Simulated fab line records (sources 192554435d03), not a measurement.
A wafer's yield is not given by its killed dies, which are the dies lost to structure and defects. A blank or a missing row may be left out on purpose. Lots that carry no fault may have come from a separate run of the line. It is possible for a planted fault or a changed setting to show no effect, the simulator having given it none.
Chamber matching + flow n5_finfet + 4 sister chambers for N5_BEOL_M3_STRIP_19 on rie_diel-06
The step strips in O2. 8 wafers are shown with their chamber, then 11 later ones without.

WAFERS PAIRED WITH THEIR CHAMBERS
| wafer  | chamber | drypump_motor_current_A (A) | throttle_valve_pct (%) |
|--------|---------|-----------------------------|------------------------|
| L085.4 | 1       | 5.8                         | 16.54                  |
| L088.1 | 1       | 5.9                         | 16.58                  |
| L088.3 | 2       | 6.3                         | 16.77                  |
| L088.4 | 3       | 6.3                         | 16.65                  |
| L089.1 | 2       | 6.3                         | 16.73                  |
| L089.4 | 3       | 6.3                         | 16.67                  |
| L089.5 | 0       | 4.9                         | 16.84                  |
| L092.2 | 0       | 4.9                         | 16.84                  |

WAFERS WITH NO CHAMBER GIVEN
| wafer  | drypump_motor_current_A (A) | throttle_valve_pct (%) |
|--------|-----------------------------|------------------------|
| L092.3 | 6.4                         | 16.75                  |
| L092.4 | 6.3                         | 16.68                  |
| L093.1 | 6.3                         | 16.66                  |
| L093.3 | 6.3                         | 16.76                  |
| L093.6 | 5.9                         | 16.59                  |
| L094.2 | 6.3                         | 16.75                  |
| L094.3 | 6.3                         | 16.66                  |
| L094.5 | 5.9                         | 16.59                  |
| L095.1 | 6.3                         | 16.66                  |
| L095.3 | 6.4                         | 16.76                  |
| L095.4 | 4.9                         | 16.86                  |

WHICH CHAMBER EACH ONE RAN IN
| wafer  | from the rows above | in truth |
|--------|---------------------|----------|
| L092.3 | 2                   | 2        |
| L092.4 | 3                   | 3        |
| L093.1 | 3                   | 3        |
| L093.3 | 2                   | 2        |
| L093.6 | 1                   | 1        |
| L094.2 | 2                   | 2        |
| L094.3 | 3                   | 3        |
| L094.5 | 1                   | 1        |
| L095.1 | 3                   | 3        |
| L095.3 | 2                   | 2        |
| L095.4 | 0                   | 0        |
Correct placement for 11 of the 11. From these rows, 0 cannot be placed. Placed wrongly: 0.
How it was worked out, from the rows above alone: a wafer's distance from a chamber is the root of the sum, over the readings, of the square of ((its reading less the chamber's mean) divided by the reading's scatter). The wafer belongs to the nearest chamber; if the next one is less than 2 further off, it can't be placed. For every chamber, the mean is computed from those of its wafers that are shown. The scatter: the root of (the sum of the squares of (reading less its chamber's mean) over the shown wafers, divided by (wafers less chambers)).
